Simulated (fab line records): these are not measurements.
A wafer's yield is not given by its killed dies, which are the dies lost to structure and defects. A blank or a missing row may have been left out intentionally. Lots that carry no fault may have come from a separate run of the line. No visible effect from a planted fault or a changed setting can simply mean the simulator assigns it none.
fab line records / flow nand-harc
record: lots: 6 wafers: 16 last-day: 24
route steps=1159 shown A_STAIRCASE@536 END@1159
lots that met no fault: from a run of the same line without faults
start-h: start of the lot's first displayed wafer, in hours after the record's first day / wait-h: hours from the lot's prior step to this one / " the same as in the row above / L1.1+2: several wafers, shown together as one row / - no value present, or no start provided / * or withheld: withheld / < > ~ a bound
route shown NAME@n: NAME is a module with steps in the file, n the number in the route of the first one / usual: mean/standard deviation of fault-free wafers / same: alike in all rows / chamber/n: place in a boat / sites: the reading at each site / _std_site: their standard deviation / _edge_site: outer sites' mean less inner sites' / radius-mm: for every site, how far away it sits from the centre of the wafer / mask NAME#n: copy n / behind: the last tool/chamber to shape the wafer / hold: the reason the lot was held/the length of the hold in hours/how it ended / device: the transistor (n, p or np) that didn't switch / end of line: tests run on the same wafers once the route is complete / a step with no rows: only its recipe / killed: count of dies lost to structure and defects at first sort (not the wafer's yield) / map: a wafer's dies, x killed, . not, _ none there
set.NAME: setting as actually run; set.NAME@STEP: the setting as run at that earlier step / model.NAME: the simulator's own value behind a step, which no gauge read
lots at selected steps of the route; one table per step, one row per wafer
services: from which hour (start-h, from the record's first day; less than 0 if before it) a tool's chamber was out of use, for how many hours, and why
== steps ==
step: NHARC_A_STAIRCASE_SRD_174
step: NHARC_A_STAIRCASE_DEHYDRATE_01
recipe: temp-c: 150 time-s: 120
step: NHARC_A_STAIRCASE_HMDS_02
recipe: time-s: 30
step: NHARC_A_STAIRCASE_COAT_03
recipe: spin-rpm: 1200
step: NHARC_A_STAIRCASE_SOFTBAKE_04
recipe: temp-c: 135 time-s: 170
step: NHARC_A_STAIRCASE_EBR_05
step: NHARC_A_STAIRCASE_EXPOSE_06
recipe: na: 0.5 dose-mj: 25.43 mask-id: STAIR
step: NHARC_A_STAIRCASE_PEB_07
recipe: peb-temp-c: 115 peb-time-s: 130
step: NHARC_A_STAIRCASE_DEVELOP_08
recipe: time-s: 140
step: NHARC_A_STAIRCASE_HARDBAKE_10
recipe: temp-c: 120 time-s: 140
step: NHARC_A_STAIRCASE_DESCUM_11
recipe: time-s: 3 o2-flow-sccm: 200 ar-flow-sccm: 0 bias-power-w: 0 chemistry: O2
usual: drypump-motor-current-A: 5.68/0.28 mfc-ar-sccm: 0.012/0.013 oes-product-au: 1.000/0.011 rf-vpp-V: 57.6/0.87 showerhead-plenum-p-Torr: 1.89/0.084 throttle-valve-pct: 11.311/0.009
lot.wafer=L749.4 tool=rie-diel-11 chamber=2 start-h=259.73 wait-h=- drypump-motor-current-A=5.94 mfc-ar-sccm=0.011 oes-product-au=1.008 rf-hours-counter-h=20 rf-vpp-V=58.1 showerhead-plenum-p-Torr=1.82 throttle-valve-pct=11.318
lot.wafer=L749.2 tool=rie-diel-11 chamber=3 start-h=259.73 wait-h=- drypump-motor-current-A=5.37 mfc-ar-sccm=0 oes-product-au=0.988 rf-hours-counter-h=15 rf-vpp-V=58.2 showerhead-plenum-p-Torr=2.00 throttle-valve-pct=11.297
lot.wafer=L749.1 tool=rie-diel-11 chamber=0 start-h=259.73 wait-h=- drypump-motor-current-A=6.11 mfc-ar-sccm=0 oes-product-au=1.009 rf-hours-counter-h=15 rf-vpp-V=58.0 showerhead-plenum-p-Torr=1.83 throttle-valve-pct=11.309
lot.wafer=L755.5 tool=rie-diel-11 chamber=3 start-h=283.93 wait-h=- drypump-motor-current-A=5.38 mfc-ar-sccm=0 oes-product-au=0.979 rf-hours-counter-h=- rf-vpp-V=58.9 showerhead-plenum-p-Torr=1.99 throttle-valve-pct=11.312
lot.wafer=L757.4 tool=rie-diel-11 chamber=1 start-h=291.18 wait-h=- drypump-motor-current-A=5.65 mfc-ar-sccm=0.010 oes-product-au=0.977 rf-hours-counter-h=29 rf-vpp-V=58.4 showerhead-plenum-p-Torr=1.80 throttle-valve-pct=11.323
lot.wafer=L757.3 tool=rie-diel-11 chamber=2 start-h=291.18 wait-h=- drypump-motor-current-A=5.94 mfc-ar-sccm=0.011 oes-product-au=0.991 rf-hours-counter-h=32 rf-vpp-V=57.5 showerhead-plenum-p-Torr=1.82 throttle-valve-pct=11.317
lot.wafer=L757.2 tool=rie-diel-11 chamber=3 start-h=291.18 wait-h=- drypump-motor-current-A=5.38 mfc-ar-sccm=0 oes-product-au=0.977 rf-hours-counter-h=27 rf-vpp-V=58.0 showerhead-plenum-p-Torr=1.99 throttle-valve-pct=11.307
lot.wafer=L761.1 tool=rie-diel-05 chamber=3 start-h=306.15 wait-h=- drypump-motor-current-A=5.55 mfc-ar-sccm=0.030 oes-product-au=1.002 rf-hours-counter-h=49 rf-vpp-V=58.9 showerhead-plenum-p-Torr=1.99 throttle-valve-pct=11.305
lot.wafer=L761.2 tool=rie-diel-05 chamber=0 start-h=306.15 wait-h=- drypump-motor-current-A=5.60 mfc-ar-sccm=0 oes-product-au=0.992 rf-hours-counter-h=43 rf-vpp-V=57.7 showerhead-plenum-p-Torr=1.83 throttle-valve-pct=11.316
lot.wafer=L761.6 tool=rie-diel-05 chamber=2 start-h=306.15 wait-h=- drypump-motor-current-A=5.50 mfc-ar-sccm=0 oes-product-au=0.993 rf-hours-counter-h=- rf-vpp-V=57.7 showerhead-plenum-p-Torr=1.94 throttle-valve-pct=11.328
lot.wafer=L764.1 tool=rie-diel-05 chamber=3 start-h=335.77 wait-h=- drypump-motor-current-A=5.53 mfc-ar-sccm=0.030 oes-product-au=0.985 rf-hours-counter-h=63 rf-vpp-V=59.1 showerhead-plenum-p-Torr=1.98 throttle-valve-pct=11.314
lot.wafer=L764.3 tool=rie-diel-05 chamber=1 start-h=335.77 wait-h=- drypump-motor-current-A=5.71 mfc-ar-sccm=0.034 oes-product-au=1.003 rf-hours-counter-h=52 rf-vpp-V=57.9 showerhead-plenum-p-Torr=1.95 throttle-valve-pct=11.285
lot.wafer=L764.6 tool=rie-diel-05 chamber=2 start-h=335.77 wait-h=- drypump-motor-current-A=5.48 mfc-ar-sccm=0 oes-product-au=0.986 rf-hours-counter-h=- rf-vpp-V=57.9 showerhead-plenum-p-Torr=1.94 throttle-valve-pct=11.299
lot.wafer=L770.2 tool=rie-diel-02 chamber=1 start-h=368.17 wait-h=- drypump-motor-current-A=6.04 mfc-ar-sccm=0.012 oes-product-au=1.001 rf-hours-counter-h=12 rf-vpp-V=57.1 showerhead-plenum-p-Torr=1.88 throttle-valve-pct=11.299
lot.wafer=L770.4 tool=rie-diel-02 chamber=3 start-h=368.17 wait-h=- drypump-motor-current-A=5.66 mfc-ar-sccm=0.014 oes-product-au=1.005 rf-hours-counter-h=12 rf-vpp-V=57.2 showerhead-plenum-p-Torr=1.92 throttle-valve-pct=11.321
lot.wafer=L770.6 tool=rie-diel-02 chamber=1 start-h=368.17 wait-h=- drypump-motor-current-A=5.99 mfc-ar-sccm=0.012 oes-product-au=0.997 rf-hours-counter-h=- rf-vpp-V=57.8 showerhead-plenum-p-Torr=1.88 throttle-valve-pct=11.316
step: NHARC_A_STAIRCASE_TRIM_12
recipe: time-s: 211.2 o2-flow-sccm: 500 ar-flow-sccm: 0 bias-w: 0 chemistry: O2
usual: drypump-motor-current-A: 5.68/0.28 mfc-ar-sccm: 0.012/0.013 oes-product-au: 1.000/0.01 rf-vpp-V: 57.6/0.81 showerhead-plenum-p-Torr: 3.48/0.14 throttle-valve-pct: 17.036/0.0087
lot.wafer=L749.4 tool=rie-diel-11 chamber=3 start-h=259.87 wait-h=0.1 drypump-motor-current-A=5.39 mfc-ar-sccm=0 oes-product-au=0.997 rf-hours-counter-h=15 rf-vpp-V=58.5 showerhead-plenum-p-Torr=3.67 throttle-valve-pct=17.034
lot.wafer=L749.1 tool=rie-diel-11 chamber=0 start-h=259.87 wait-h=0.1 drypump-motor-current-A=6.12 mfc-ar-sccm=0 oes-product-au=1.007 rf-hours-counter-h=15 rf-vpp-V=57.3 showerhead-plenum-p-Torr=3.38 throttle-valve-pct=17.039
lot.wafer=L749.2 tool=rie-diel-11 chamber=1 start-h=259.87 wait-h=0.1 drypump-motor-current-A=5.63 mfc-ar-sccm=0.010 oes-product-au=0.995 rf-hours-counter-h=19 rf-vpp-V=57.0 showerhead-plenum-p-Torr=3.33 throttle-valve-pct=17.034
lot.wafer=L755.5 tool=rie-diel-11 chamber=0 start-h=284.05 wait-h=0.1 drypump-motor-current-A=6.16 mfc-ar-sccm=0 oes-product-au=1.225 rf-hours-counter-h=- rf-vpp-V=59.7 showerhead-plenum-p-Torr=3.38 throttle-valve-pct=17.031
lot.wafer=L757.3 tool=rie-diel-11 chamber=3 start-h=291.28 wait-h=0.1 drypump-motor-current-A=5.38 mfc-ar-sccm=0 oes-product-au=0.991 rf-hours-counter-h=27 rf-vpp-V=58.4 showerhead-plenum-p-Torr=3.66 throttle-valve-pct=17.041
lot.wafer=L757.4 tool=rie-diel-11 chamber=0 start-h=291.28 wait-h=0.1 drypump-motor-current-A=6.14 mfc-ar-sccm=0 oes-product-au=1.219 rf-hours-counter-h=27 rf-vpp-V=58.7 showerhead-plenum-p-Torr=3.37 throttle-valve-pct=17.025
lot.wafer=L757.2 tool=rie-diel-11 chamber=1 start-h=291.28 wait-h=0.1 drypump-motor-current-A=5.61 mfc-ar-sccm=0.010 oes-product-au=0.981 rf-hours-counter-h=29 rf-vpp-V=56.2 showerhead-plenum-p-Torr=3.33 throttle-valve-pct=17.037
lot.wafer=L761.2 tool=rie-diel-05 chamber=3 start-h=306.28 wait-h=0.1 drypump-motor-current-A=5.55 mfc-ar-sccm=0.030 oes-product-au=0.988 rf-hours-counter-h=49 rf-vpp-V=58.4 showerhead-plenum-p-Torr=3.65 throttle-valve-pct=17.046
lot.wafer=L761.1 tool=rie-diel-05 chamber=2 start-h=306.28 wait-h=0.1 drypump-motor-current-A=5.52 mfc-ar-sccm=0 oes-product-au=0.988 rf-hours-counter-h=50 rf-vpp-V=58.5 showerhead-plenum-p-Torr=3.58 throttle-valve-pct=17.046
lot.wafer=L761.6 tool=rie-diel-05 chamber=3 start-h=306.28 wait-h=0.1 drypump-motor-current-A=5.55 mfc-ar-sccm=0.030 oes-product-au=0.986 rf-hours-counter-h=- rf-vpp-V=57.9 showerhead-plenum-p-Torr=3.65 throttle-valve-pct=17.036
lot.wafer=L764.3 tool=rie-diel-05 chamber=3 start-h=335.85 wait-h=0.1 drypump-motor-current-A=5.56 mfc-ar-sccm=0.030 oes-product-au=0.995 rf-hours-counter-h=63 rf-vpp-V=58.0 showerhead-plenum-p-Torr=3.65 throttle-valve-pct=17.036
lot.wafer=L764.1 tool=rie-diel-05 chamber=1 start-h=335.85 wait-h=0.1 drypump-motor-current-A=5.71 mfc-ar-sccm=0.034 oes-product-au=1.000 rf-hours-counter-h=52 rf-vpp-V=56.9 showerhead-plenum-p-Torr=3.60 throttle-valve-pct=17.050
lot.wafer=L764.6 tool=rie-diel-05 chamber=3 start-h=335.85 wait-h=0.1 drypump-motor-current-A=5.58 mfc-ar-sccm=0.030 oes-product-au=0.992 rf-hours-counter-h=- rf-vpp-V=58.9 showerhead-plenum-p-Torr=3.65 throttle-valve-pct=17.025
lot.wafer=L770.2 tool=rie-diel-02 chamber=0 start-h=368.37 wait-h=0.2 drypump-motor-current-A=5.10 mfc-ar-sccm=0.032 oes-product-au=1.024 rf-hours-counter-h=12 rf-vpp-V=59.4 showerhead-plenum-p-Torr=3.80 throttle-valve-pct=17.023
lot.wafer=L770.4 tool=rie-diel-02 chamber=1 start-h=368.37 wait-h=0.2 drypump-motor-current-A=6.03 mfc-ar-sccm=0.012 oes-product-au=1.012 rf-hours-counter-h=12 rf-vpp-V=58.3 showerhead-plenum-p-Torr=3.47 throttle-valve-pct=17.030
lot.wafer=L770.6 tool=rie-diel-02 chamber=3 start-h=368.37 wait-h=0.2 drypump-motor-current-A=5.68 mfc-ar-sccm=0.014 oes-product-au=1.020 rf-hours-counter-h=- rf-vpp-V=57.2 showerhead-plenum-p-Torr=3.55 throttle-valve-pct=17.028
step: NHARC_A_STAIRCASE_ETCH_13
recipe: target-depth-a: 1000 time-s: 40.5 ion-energy-ev: 400 c4f8-flow-sccm: 20 o2-flow-sccm: 10 ar-flow-sccm: withheld rf-w: 600 bias-w: 1000 chemistry: C4F8/O2
usual: oes-product-au: 0.938/0.013 rf-vpp-V: 894/5.3
lot.wafer=L749.2 tool=rie-diel-11 chamber=1 start-h=- wait-h=- oes-product-au=0.931 rf-hours-counter-h=19 rf-vpp-V=888
lot.wafer=L749.4 tool=rie-diel-11 chamber=2 start-h=- wait-h=- oes-product-au=0.939 rf-hours-counter-h=20 rf-vpp-V=890
lot.wafer=L749.1 tool=rie-diel-11 chamber=0 start-h=- wait-h=- oes-product-au=0.944 rf-hours-counter-h=15 rf-vpp-V=890
lot.wafer=L755.5 tool=rie-diel-11 chamber=3 start-h=- wait-h=- oes-product-au=0.939 rf-hours-counter-h=- rf-vpp-V=901
lot.wafer=L757.3 tool=rie-diel-11 chamber=3 start-h=- wait-h=- oes-product-au=0.924 rf-hours-counter-h=27 rf-vpp-V=901
lot.wafer=L757.2 tool=rie-diel-11 chamber=0 start-h=- wait-h=- oes-product-au=0.941 rf-hours-counter-h=27 rf-vpp-V=890
lot.wafer=L757.4 tool=rie-diel-11 chamber=1 start-h=- wait-h=- oes-product-au=0.940 rf-hours-counter-h=29 rf-vpp-V=889
lot.wafer=L761.1 tool=rie-diel-05 chamber=2 start-h=- wait-h=- oes-product-au=0.920 rf-hours-counter-h=51 rf-vpp-V=897
lot.wafer=L761.2 tool=rie-diel-05 chamber=3 start-h=- wait-h=- oes-product-au=0.921 rf-hours-counter-h=49 rf-vpp-V=901
lot.wafer=L761.6 tool=rie-diel-05 chamber=3 start-h=- wait-h=- oes-product-au=0.919 rf-hours-counter-h=- rf-vpp-V=901
lot.wafer=L764.3 tool=rie-diel-05 chamber=1 start-h=- wait-h=- oes-product-au=0.952 rf-hours-counter-h=53 rf-vpp-V=899
lot.wafer=L764.1 tool=rie-diel-05 chamber=2 start-h=- wait-h=- oes-product-au=0.937 rf-hours-counter-h=64 rf-vpp-V=898
lot.wafer=L764.6 tool=rie-diel-05 chamber=0 start-h=- wait-h=- oes-product-au=0.934 rf-hours-counter-h=- rf-vpp-V=891
lot.wafer=L770.2 tool=rie-diel-02 chamber=2 start-h=- wait-h=- oes-product-au=0.939 rf-hours-counter-h=12 rf-vpp-V=889
lot.wafer=L770.4 tool=rie-diel-02 chamber=3 start-h=- wait-h=- oes-product-au=0.946 rf-hours-counter-h=13 rf-vpp-V=898
lot.wafer=L770.6 tool=rie-diel-02 chamber=2 start-h=- wait-h=- oes-product-au=0.936 rf-hours-counter-h=- rf-vpp-V=889
step: NHARC_END_SORT_01
recipe: temp-c: 25
usual: killed-at-array: 29/11 killed-at-other: 0.7/1.1 killed-at-periphery: 3.1/2 killed-dies: 33/11 killed-open: 3.5/1.8 killed-short: 2.0/1.4
same: gross-dies: 677
lot.wafer=L757.4 tool=prober-01 chamber=0 start-h=506.83 wait-h=3.4 killed-at-array=358 killed-at-other=1 killed-at-periphery=4 killed-dies=363 killed-open=3 killed-short=3
lot.wafer=L761.1 tool=prober-02 chamber=0 start-h=518.19 wait-h=2.5 killed-at-array=31 killed-at-other=0 killed-at-periphery=1 killed-dies=32 killed-open=4 killed-short=3
lot.wafer=L761.2 tool=prober-02 chamber=0 start-h=518.99 wait-h=2.8 killed-at-array=25 killed-at-other=1 killed-at-periphery=5 killed-dies=31 killed-open=5 killed-short=3
lot.wafer=L761.6 tool=prober-02 chamber=0 start-h=522.21 wait-h=4.0 killed-at-array=29 killed-at-other=0 killed-at-periphery=3 killed-dies=32 killed-open=8 killed-short=2
killed by level:class
L757.4 A_STAIRCASE:area-trim=310 A_SLIT:chamber-film-flake=14 A_CHANNEL_HOLE_D1:chamber-film-flake=13 A_STAIRCASE:chamber-film-flake=8 P_GATE:chamber-film-flake=4 A_ZERO_WELL:chamber-film-flake=3 A_WL_FILL:chamber-film-flake=3 A_CONTACT:geometric-particle:open=2
L761.1 A_SLIT:chamber-film-flake=12 A_CHANNEL_HOLE_D1:chamber-film-flake=5 A_STAIRCASE:chamber-film-flake=5 A_WL_FILL:geometric-particle:short=2 A_WL_FILL:chamber-film-flake=2 A_ONON_D1:geometric-particle:short=1 A_CHANNEL_FILL_D1:geometric-particle:open=1 A_SLIT:geometric-particle:open=1
L761.2 A_SLIT:chamber-film-flake=10 A_CHANNEL_HOLE_D1:chamber-film-flake=6 A_STAIRCASE:chamber-film-flake=5 A_ONON_D1:geometric-particle:open=2 P_ZERO_WELL:chamber-film-flake=2 P_GATE:geometric-particle:open=1 P_M0:geometric-particle:open=1 P_M1:geometric-particle:open=1
L761.6 A_SLIT:chamber-film-flake=12 A_CHANNEL_FILL_D1:geometric-particle:open=4 A_STAIRCASE:chamber-film-flake=4 A_CHANNEL_HOLE_D1:chamber-film-flake=3 P_M0:geometric-particle:open=2 A_WL_FILL:chamber-film-flake=2 P_CONTACT:geometric-particle:open=1 A_ONON_D1:geometric-particle:open=1
== services ==
tool=rie-diel-11 chamber=0 start-h=248.18 hours=- kind=clean
tool=rie-diel-11 chamber=1 start-h=248.18 hours=- kind=clean
tool=rie-diel-11 chamber=2 start-h=248.18 hours=- kind=clean
tool=rie-diel-11 chamber=3 start-h=248.18 hours=- kind=clean
tool=rie-diel-11 chamber=0 start-h=272.77 hours=- kind=clean
tool=rie-diel-11 chamber=1 start-h=272.77 hours=- kind=clean
tool=rie-diel-11 chamber=2 start-h=272.77 hours=- kind=clean
tool=rie-diel-11 chamber=3 start-h=272.77 hours=- kind=clean
tool=rie-diel-02 chamber=2 start-h=274.32 hours=1.4 kind=repair
tool=rie-diel-11 chamber=3 start-h=278.25 hours=3.4 kind=repair
tool=rie-diel-05 chamber=0 start-h=294.72 hours=5.7 kind=repair
tool=rie-diel-11 chamber=0 start-h=297.27 hours=- kind=clean
tool=rie-diel-11 chamber=1 start-h=297.27 hours=- kind=clean
tool=rie-diel-11 chamber=2 start-h=297.27 hours=- kind=clean
tool=rie-diel-11 chamber=3 start-h=297.27 hours=- kind=clean
tool=rie-diel-02 chamber=0 start-h=303.23 hours=3.9 kind=repair
tool=rie-diel-05 chamber=1 start-h=305.50 hours=14.4 kind=repair
tool=rie-diel-11 chamber=3 start-h=319.62 hours=27.1 kind=repair
tool=rie-diel-11 chamber=2 start-h=319.79 hours=1.4 kind=repair
tool=rie-diel-11 chamber=0 start-h=322.10 hours=- kind=clean
tool=rie-diel-02 chamber=- start-h=327.82 hours=9.0 kind=pm
tool=rie-diel-05 chamber=- start-h=340.70 hours=9.0 kind=pm
tool=rie-diel-05 chamber=- start-h=352.65 hours=0.9 kind=repair
tool=rie-diel-11 chamber=- start-h=367.18 hours=9.0 kind=pm
== key ==
first-sign: step: NHARC_A_STAIRCASE_TRIM_12 reading: oes-product-au direction: up sigmas: 21 usual: 1.000 struck: 1.222
effect: step: NHARC_END_SORT_01 reading: killed-dies direction: up sigmas: 31 usual: 33 struck: 363
more-kills-born-at: NHARC_A_STAIRCASE_TRIM_12@rie-diel-11: 310
met-at NHARC_A_STAIRCASE_TRIM_12
struck-wafers L755.5,L757.4
rows-end L755.5
tester-left-out L757
onset-between 259.87 284.05
fault: kind: process-parameter-drift tool: rie-diel-11 chamber: 0 onset-h: 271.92 steps: NHARC_A_STAIRCASE_TRIM_12 channel: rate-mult offset: 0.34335 shape: step end-h: 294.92
tester-left-out: of these lots the tester's yield and bins aren't shown, on N5 and GAA mostly nor the transistor test; their killed dies are dies lost to structure and defects alone, not to doping, threshold or leakage, so they don't give the yield
rows-end: these wafers met a further fault down the route, and their rows from its step on are left out
